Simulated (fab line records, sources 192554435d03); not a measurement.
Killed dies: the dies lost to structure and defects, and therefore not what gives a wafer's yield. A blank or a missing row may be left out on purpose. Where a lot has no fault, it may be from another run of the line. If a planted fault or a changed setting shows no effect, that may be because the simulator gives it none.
fab line records    flow n5Finfet
record lots=6  wafers=18  lastDay=18
route steps=1938 shown BEOL_M15@1775 PASSIVATION@1936
lots with no fault: from the same line, run without faults
startH: the number of hours between the record's first day and the start of the first shown wafer of the lot    waitH: hours elapsed since this lot's preceding step    " identical to the entry in the row above    L1.1+2: one row covering several wafers at once    - value missing, or start not given    * or withheld: withheld    < > ~ a bound
route shown NAME@n: names a module that has steps shown in the file, with the first one's number in the route    usual: mean/standard deviation taken from wafers without a fault    same: alike in all rows    chamber/n: place in a boat    sites: the reading at each site    _std_site: how widely they spread, as a standard deviation    _edge_site: outer sites' mean less inner sites'    radiusMm: for every site, how far away it sits from the centre of the wafer    mask NAME#n: copy n    behind: the tool/chamber that last shaped the wafer    hold: reason for holding the lot/hours on hold/outcome of the hold    device: the transistor (n, p or np) that didn't switch    end of line: the route-end tests of the same wafers    step lacking rows: just its recipe    killed: not the wafer's yield, but the dies lost to structure and defects at the first sort    map: the dies of a wafer, with x for killed, . for not killed, _ for no die there
set.NAME: the setting as run; set.NAME@STEP: as run at that earlier step    model.NAME: the simulator's own value behind a step, which no gauge read
lots seen at some steps along the route; tables by step, rows by wafer
services: when a tool's chamber went out of use (startH, in hours from the record's first day, below 0 if earlier), for how many hours, and the reason
## steps
# step N5_BEOL_M15_COAT_58
# recipe resist=BARC  tempC=205  timeS=60  spinRpm=1500  resistThkNm=89
# step N5_BEOL_M15_COAT_04
# recipe spinRpm=1704  resistThkNm=800
# step N5_BEOL_M15_EBR_06
# recipe solvent=PGMEA  ebrWidthMm=1.5
# step N5_BEOL_M15_SOFTBAKE_05
# recipe tempC=130  timeS=60
# step N5_BEOL_M15_EXPOSE_07
# recipe maskId=V14  na=0.8  sourceShape=annular  sigmaInner=0.5  sigmaOuter=0.8  polarization=unpolarized  attpsmPhaseDeg=180  doseMj=41.25
# step N5_BEOL_M15_PEB_08
# recipe pebTempC=130  pebTimeS=90
# step N5_BEOL_M15_DEVELOP_09
# recipe developTimeS=45  rinseLiquid=diw  dry=airSpin  devTempC=21
# step N5_BEOL_M15_HARDBAKE_14
# recipe tempC=130  timeS=120
# step N5_BEOL_M15_CD_MEAS_10
# recipe targetCdNm=360  landingEnergyEv=500  detector=seInlens  polarity=opening
# usual cdNm=359.8/1.5
lot.wafer  tool      chamber  startH  waitH  cdNm
L788.2     cdSem-01  0        286.84  -      360.0
L788.5     "         0        "       "      361.2
L788.6     "         0        "       "      361.0
L791.1     cdSem-03  0        296.42  -      359.8
L791.5     "         0        "       "      357.8
L791.6     "         0        "       "      357.4
L797.2     cdSem-03  0        345.86  -      360.3
L797.3     "         0        "       "      360.9
L797.5     "         0        "       "      359.6
L802.4     cdSem-01  0        377.44  -      360.6
L802.5     "         0        "       "      361.0
L802.6     "         0        "       "      359.8
L805.1     cdSem-01  0        404.73  -      359.7
L805.2     "         0        "       "      359.6
L805.5     "         0        "       "      358.3
L808.3     cdSem-01  0        410.80  -      361.3
L808.4     "         0        "       "      359.9
L808.6     "         0        "       "      360.1
# step N5_BEOL_M15_OVL_MEAS_11
# recipe pointsPerWafer=44
# usual V14_OVL=2/4.7
lot.wafer  tool        chamber  startH  waitH  V14_OVL[nm]
L788.2     overlay-01  0        286.87  0.0    3
L788.5     "           0        "       "      4
L788.6     "           0        "       "      2
L791.1     overlay-02  0        296.45  0.0    -3
L791.5     "           0        "       "      1
L791.6     "           0        "       "      5
L797.2     overlay-02  0        345.89  0.0    3
L797.3     "           0        "       "      -4
L797.5     "           0        "       "      -6
L802.4     overlay-02  0        377.47  0.0    7
L802.5     "           0        "       "      6
L802.6     "           0        "       "      5
L805.1     overlay-01  0        404.76  0.0    -2
L805.2     "           0        "       "      -10
L805.5     "           0        "       "      -2
L808.3     overlay-02  0        410.83  0.0    7
L808.4     "           0        "       "      -3
L808.6     "           0        "       "      -3
# step N5_BEOL_M15_INSPECT_12
# recipe mode=adi  inspectInstrument=macro
# usual rawDefectCount=2.2/1.6
lot.wafer  tool              chamber  startH  waitH  rawDefectCount
L788.2     defectInspect-01  -        286.89  0.0    2
L788.5     "                 -        "       "      2
L788.6     "                 -        "       "      1
L791.1     defectInspect-02  -        296.47  0.0    1
L791.5     "                 -        "       "      3
L791.6     "                 -        "       "      1
L797.2     defectInspect-01  -        345.91  0.0    3
L797.3     "                 -        "       "      0
L797.5     "                 -        "       "      3
L802.4     defectInspect-02  -        377.50  0.0    4
L802.5     "                 -        "       "      6
L802.6     "                 -        "       "      6
L805.1     defectInspect-02  -        404.78  0.0    1
L805.2     "                 -        "       "      1
L805.5     "                 -        "       "      3
L808.3     defectInspect-02  -        410.85  0.0    5
L808.4     "                 -        "       "      0
L808.6     "                 -        "       "      1
# step N5_BEOL_M15_DESCUM_15
# recipe chemistry=O2  timeS=7.9  sourcePowerW=50  biasPowerW=20  pressureMtorr=20  rfFrequencyHz=2.712e+07  tempC=40  o2FlowSccm=225
# usual biasPowerW=20.00/0.05  chamberPressureMTorr=20.003/0.025  drypumpMotorCurrentA=5.7/0.35  oesProductAu=0.78/0.076  rfVppV=242.9/1.6  showerheadPlenumPTorr=2.08/0.085  throttleValvePct=20.46/0.3
lot.wafer  tool        chamber  startH  waitH  biasPowerW  chamberPressureMTorr  drypumpMotorCurrentA  oesProductAu  rfHoursCounterH  rfVppV  showerheadPlenumPTorr  throttleValvePct
L788.2     rieDiel-02  1        287.24  0.4    20.04       20.012                6.3                   0.77          132              244.6   2.19                   20.85
L788.5     "           1        "       "      20.03       19.995                6.3                   0.77          -                245.1   2.19                   20.84
L788.6     "           2        "       "      20.06       20.014                5.5                   0.75          -                241.3   2.01                   20.38
L791.1     rieDiel-05  3        296.97  0.5    19.95       20.006                5.6                   0.86          51               243.0   2.04                   20.26
L791.5     "           3        "       "      19.96       20.048                5.6                   0.87          -                242.2   2.04                   20.26
L791.6     "           2        "       "      19.90       19.990                6.0                   0.69          -                244.5   2.15                   20.29
L797.2     rieDiel-02  1        345.94  0.0    20.01       20.011                6.3                   0.74          149              243.7   2.19                   20.88
L797.3     "           0        "       "      20.03       20.024                5.4                   0.89          28               243.6   2.13                   20.10
L797.5     "           1        "       "      19.99       20.030                6.3                   0.75          -                245.9   2.19                   20.87
L802.4     rieDiel-05  1        377.69  0.2    20.09       19.997                5.2                   0.81          87               243.5   2.02                   20.42
L802.5     "           1        "       "      19.97       19.991                5.2                   0.79          -                241.3   2.02                   20.42
L802.6     "           0        "       "      19.96       20.021                6.2                   0.68          -                243.1   2.06                   20.43
L805.1     rieDiel-05  2        405.04  0.3    20.07       20.016                6.1                   0.92          14               243.2   2.14                   19.90
L805.2     "           3        "       "      19.95       19.989                5.5                   0.83          82               241.2   2.02                   20.30
L805.5     "           3        "       "      20.04       19.983                5.6                   0.82          -                242.3   2.02                   20.31
L808.3     rieDiel-02  0        410.88  0.0    20.09       19.997                5.4                   0.86          47               243.2   2.12                   20.14
L808.4     "           2        "       "      20.03       19.955                5.5                   0.72          182              241.3   2.00                   20.43
L808.6     "           1        "       "      20.01       19.988                6.3                   0.74          -                245.7   2.18                   20.91
# step N5_BEOL_M15_ETCH_59
# recipe chemistry=N2/H2  target=BARC  targetDepthA=890  overetchA=267  timeS=67.9  ionEnergyEv=200  pressureMtorr=30  sourceW=840  biasW=150  n2FlowSccm=200  h2FlowSccm=200
# usual chamberPressureMTorr=29.998/0.023  drypumpMotorCurrentA=5.7/0.35  oesProductAu=0.67/0.062  rfVppV=523.3/2.9  runLengthS=91.2/0.44  showerheadPlenumPTorr=2.53/0.11  throttleValvePct=17.9/0.3
lot.wafer  tool        chamber  startH  waitH  chamberPressureMTorr  drypumpMotorCurrentA  oesProductAu  rfHoursCounterH  rfVppV  runLengthS  showerheadPlenumPTorr  throttleValvePct  model.coat_of_BEOL_M15_COAT_04.thkNm
L788.2     rieDiel-02  1        287.28  0.0    29.990                6.3                   0.64          132              525.9   91.0        2.67                   18.3              713.6
L788.5     "           1        "       "      30.022                6.3                   0.65          -                526.0   90.8        2.67                   18.3              716.8
L788.6     "           2        "       "      30.013                5.5                   0.64          -                520.7   91.1        2.44                   17.7              715
L791.1     rieDiel-05  3        297.01  0.0    29.986                5.6                   0.74          51               521.4   91.1        2.48                   17.8              715.8
L791.5     "           3        "       "      29.996                5.6                   0.74          -                522.3   91.0        2.48                   17.8              715.2
L791.6     "           2        "       "      29.996                6.1                   0.58          -                525.5   91.6        2.61                   17.7              718
L797.2     rieDiel-02  1        345.98  0.0    30.005                6.3                   0.63          149              527.1   90.6        2.66                   18.3              716.2
L797.3     "           0        "       "      30.005                5.4                   0.76          28               525.3   92.2        2.59                   17.5              713.8
L797.5     "           1        "       "      30.021                6.3                   0.64          -                527.0   91.0        2.66                   18.3              716.2
L802.4     rieDiel-05  1        377.72  0.0    29.971                5.2                   0.66          87               520.9   96.0        2.46                   17.9              716.2
L802.5     "           1        "       "      30.008                5.2                   0.65          -                521.0   95.4        2.46                   17.9              712.4
L802.6     "           0        "       "      29.977                6.2                   0.59          -                522.0   90.6        2.51                   18.0              716.8
L805.1     rieDiel-05  2        405.07  0.0    29.978                6.1                   0.76          14               525.9   96.0        2.60                   17.2              712.6
L805.2     "           3        "       "      29.950                5.5                   0.71          82               521.9   91.6        2.47                   17.9              719.6
L805.5     "           3        "       "      30.008                5.5                   0.67          -                521.4   95.7        2.47                   17.9              715.4
L808.3     rieDiel-02  0        410.92  0.0    30.010                5.4                   0.73          47               523.9   91.5        2.58                   17.6              716.8
L808.4     "           2        "       "      30.017                5.5                   0.62          182              522.4   91.2        2.43                   17.8              719
L808.6     "           1        "       "      30.027                6.4                   0.63          -                526.6   90.7        2.65                   18.3              719
# step N5_BEOL_M15_VIA_ETCH_16
# recipe chemistry=C4F8/O2/Ar  target=SiO2  heInnerTorr=15  heOuterTorr=30  targetDepthA=17922  timeS=withheld  ionEnergyEv=800  pressureMtorr=20  sourceW=1905  biasW=2040  Ar_flow_sccm=400  C4F8_flow_sccm=16  O2_flow_sccm=12  ends=cleared
# usual chamberPressureMTorr=19.997/0.019  drypumpMotorCurrentA=5.7/0.35  oesProductAu=0.71/0.069  rfVppV=2218/16  showerheadPlenumPTorr=3.42/0.13  throttleValvePct=30.91/0.28
lot.wafer  tool        chamber  startH  waitH  chamberPressureMTorr  drypumpMotorCurrentA  oesProductAu  rfVppV  showerheadPlenumPTorr  throttleValvePct
L788.2     rieDiel-02  1        287.33  0.0    19.984                6.4                   0.69          2230    3.58                   31.26
L788.5     "           1        "       "      20.042                6.4                   0.69          2229    3.58                   31.25
L788.6     "           2        "       "      19.984                5.5                   0.67          2213    3.31                   30.73
L791.1     rieDiel-05  3        297.06  0.0    20.024                5.6                   0.79          2223    3.37                   30.96
L791.5     "           3        "       "      20.002                5.6                   0.78          2223    3.37                   30.97
L791.6     "           2        "       "      20.004                6.1                   0.63          2220    3.52                   30.54
L797.2     rieDiel-02  1        346.03  0.0    19.997                6.3                   0.67          2231    3.57                   31.26
L797.3     "           0        "       "      20.013                5.4                   0.81          2218    3.50                   30.64
L797.5     "           1        "       "      19.993                6.3                   0.68          2229    3.57                   31.28
L802.4     rieDiel-05  1        377.77  0.0    19.996                5.2                   0.72          2188    3.34                   30.96
L802.5     "           1        "       "      20.003                5.2                   0.72          2187    3.34                   30.94
L802.6     "           0        "       "      19.951                6.2                   0.62          2220    3.41                   30.97
L805.1     rieDiel-05  2        405.13  0.0    20.026                6.0                   0.84          2217    3.50                   30.27
L805.2     "           3        "       "      19.990                5.5                   0.75          2220    3.36                   31.00
L805.5     "           3        "       "      19.977                5.6                   0.75          2222    3.36                   30.99
L808.3     rieDiel-02  0        410.97  0.0    20.003                5.4                   0.78          2216    3.49                   30.66
L808.4     "           2        "       "      20.013                5.5                   0.66          2208    3.29                   30.76
L808.6     "           1        "       "      19.992                6.3                   0.66          2230    3.56                   31.31
# step N5_PASSIVATION_PROBE_49
# usual defectLimitedYield=91.2/1.5  killed_at_M0_to_M3=32/9.6  killed_at_M4_up=13/5.3  killedAtContacts=13/6.7  killedAtFrontEnd=42/11  killedAtOther=3.8/2.9  killedDies=103/17  killedOpen=67/13  killedShort=35/7.9  sort_bin_5_function=5.2/0.94  sort_bin_6_memory=3.3/0.64  sortNPass=1077/17  sortYieldPct=91.2/1.5
# same grossDies=1180  killedAtBackSide=0  sort_bin_4_leakage[%]=0  sort_bin_8_speed[%]=0
lot.wafer  tool       chamber  startH  waitH  defectLimitedYield[%]  killed_at_M0_to_M3  killed_at_M4_up  killedAtContacts  killedAtFrontEnd  killedAtOther  killedDies  killedOpen  killedShort  sort_bin_5_function[%]  sort_bin_6_memory[%]  sortNPass  sortYieldPct[%]
L791.1     prober-02  -        318.14  0.0    90.1                   34                  23               8                 52                0              117         76          39           6.4                     2.9                   1063       90.1
L791.5     prober-02  -        318.34  0.2    89.2                   40                  10               20                55                2              127         79          46           6.1                     4.0                   1053       89.2
L791.6     prober-02  -        318.39  0.3    88.9                   31                  20               12                67                1              131         88          42           5.9                     4.7                   1049       88.9
# killed by level:class
L791.1 DUMMY_GATE:geometricParticle:open=12 BEOL_M2:geometricParticle:open=10 FIN_SAQP:geometricParticle:open=9 FIN_SAQP:geometricParticle:short=9 BEOL_M0_SAQP:geometricParticle:short=9 BEOL_M4:geometricParticle:open=9 STI_FIN_REVEAL:geometricParticle:open=7 MOL_CONTACT_COAG:geometricParticle:open=7
L791.5 FIN_SAQP:geometricParticle:short=17 FIN_SAQP:geometricParticle:open=15 MOL_CONTACT_COAG:geometricParticle:open=15 BEOL_M0_SAQP:geometricParticle:short=9 BEOL_M2:geometricParticle:open=9 BEOL_M0_SAQP:geometricParticle:open=8 STI_FIN_REVEAL:geometricParticle:open=7 MOL_CONTACT_COAG:geometricParticle:short=5
L791.6 FIN_SAQP:geometricParticle:open=21 FIN_SAQP:geometricParticle:short=11 BEOL_M3:geometricParticle:open=10 STI_FIN_REVEAL:geometricParticle:open=9 MOL_CONTACT_COAG:geometricParticle:open=9 BEOL_M0_SAQP:geometricParticle:short=7 BEOL_M0_SAQP:geometricParticle:open=7 BEOL_M4:geometricParticle:open=7
## services
tool        chamber  startH  hours  kind
rieDiel-05  0        290.58  14.1   repair
rieDiel-05  2        335.81  -      clean
rieDiel-05  2        335.81  -      consumableReplace:focusRing
rieDiel-05  2        335.81  25.0   scheduledDown
rieDiel-05  2        335.81  25.0   ventCycle
rieDiel-02  1        351.37  14.6   repair
rieDiel-05  3        356.99  15.0   repair
rieDiel-05  1        391.04  3.1    repair
rieDiel-05  0        394.11  18.5   repair
## key
firstSign step=N5_BEOL_M15_ETCH_59  reading=runLengthS  direction=up  sigmas=10  usual=*  struck=*
effect none on later readings
modelEffect step=N5_BEOL_M15_ETCH_59  value=coat_of_BEOL_M15_COAT_04.thkNm  without=718.6  struck=714.2
metAt N5_BEOL_M15_ETCH_59
struckWafers L802.4,L802.5,L805.1,L805.5
onsetBetween 297.01 377.72
fault kind=processParameterDrift  tool=rieDiel-05  chamber=-  onsetH=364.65  steps=N5_BEOL_M15_ETCH_59  channel=timeS  offset=*  shape=step  endH=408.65  scope=struckWafersOnly  actsIn=*  stated=*
